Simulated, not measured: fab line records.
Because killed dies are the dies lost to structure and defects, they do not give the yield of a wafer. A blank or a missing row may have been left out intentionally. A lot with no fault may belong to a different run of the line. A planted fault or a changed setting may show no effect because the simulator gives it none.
The tool behind it: which one? || flow nand_harc || 6 lots, 18 wafers sampled, at 3 steps of a route of 1302

## WHAT EACH GAUGE READ, for each wafer
NHARC_P_CONTACT_CD_MEAS_12: the cd target is 90 nm.
{"lot": "L537", "measured": "day 7 19:41", "on": "cd_sem-01", "cd_nm (nm)": "90.2 89.8 90.1"}
{"lot": "L539", "measured": "day 8 21:58", "on": "cd_sem-03", "cd_nm (nm)": "90.2 90.3 89.6"}
{"lot": "L541", "measured": "day 9 20:58", "on": "cd_sem-01", "cd_nm (nm)": "90.3 89.1 89.4"}
{"lot": "L544", "measured": "day 10 17:28", "on": "cd_sem-02", "cd_nm (nm)": "68.2 68.7 67.6"}
{"lot": "L552", "measured": "day 14 10:51", "on": "cd_sem-01", "cd_nm (nm)": "89.8 89.0 89.7"}
{"lot": "L555", "measured": "day 15 11:52", "on": "cd_sem-01", "cd_nm (nm)": "89.5 89.6 89.5"}

## TOOL THAT RAN EACH LOT (tool first, then ch and the chambers of the sampled wafers, then the start)
{"lot": "L537", "NHARC_P_GATE_STRIP_113": "plasma_asher-02 ch 0,1, day 7 15:35", "NHARC_P_CONTACT_EXPOSE_09": "arfi_scanner-01 ch 0, day 7 19:32"}
{"lot": "L539", "NHARC_P_GATE_STRIP_113": "plasma_asher-02 ch 0,1, day 8 17:54", "NHARC_P_CONTACT_EXPOSE_09": "arfi_scanner-02 ch 0, day 8 21:49"}
{"lot": "L541", "NHARC_P_GATE_STRIP_113": "plasma_asher-02 ch 0,1, day 9 16:48", "NHARC_P_CONTACT_EXPOSE_09": "arfi_scanner-03 ch 0, day 9 20:49"}
{"lot": "L544", "NHARC_P_GATE_STRIP_113": "plasma_asher-01 ch 0,1, day 10 13:14", "NHARC_P_CONTACT_EXPOSE_09": "arfi_scanner-01 ch 0, day 10 17:20"}
{"lot": "L552", "NHARC_P_GATE_STRIP_113": "plasma_asher-02 ch 0,1, day 14 06:43", "NHARC_P_CONTACT_EXPOSE_09": "arfi_scanner-01 ch 0, day 14 10:43"}
{"lot": "L555", "NHARC_P_GATE_STRIP_113": "plasma_asher-02 ch 0,1, day 15 07:50", "NHARC_P_CONTACT_EXPOSE_09": "arfi_scanner-02 ch 0, day 15 11:44"}
- NHARC_P_GATE_STRIP_113: strips in N2/H2, time 740 s.
- NHARC_P_CONTACT_EXPOSE_09: exposes mask P CA, target cd 90 nm.

## THE ANSWER, worked out from the rows above alone
Rule: the usual values come from the lots themselves. The widest of any qualifying gaps counts: lots, ordered by their means at a reading, are off when they make up no more than a third of the lots, leave a main group of 4 or more, and stand apart from it by 3 or more times the standard deviation of that group's means. A main group whose means are all the same, to the digits that the tables above print for the reading, isn't used. Also off: a lot with no number at a reading for which 4 or more lots have one. The other lots that the step has rows for count as sound.
Off: L544 (NHARC_P_CONTACT_CD_MEAS_12, cd_nm). The main group: mean 89.7 nm, standard deviation 0.24.
A tool fits if, at a process step before that reading, it ran every lot that is off, and no sound lot after the first of them. Gauges at NHARC_P_CONTACT_CD_MEAS_12: tried the same way as those tools. This does not decide it: 2 tools fit, namely plasma_asher-01 at NHARC_P_GATE_STRIP_113 and cd_sem-02 at NHARC_P_CONTACT_CD_MEAS_12.

## WHAT HAD BEEN PUT IN BY THE SIMULATOR
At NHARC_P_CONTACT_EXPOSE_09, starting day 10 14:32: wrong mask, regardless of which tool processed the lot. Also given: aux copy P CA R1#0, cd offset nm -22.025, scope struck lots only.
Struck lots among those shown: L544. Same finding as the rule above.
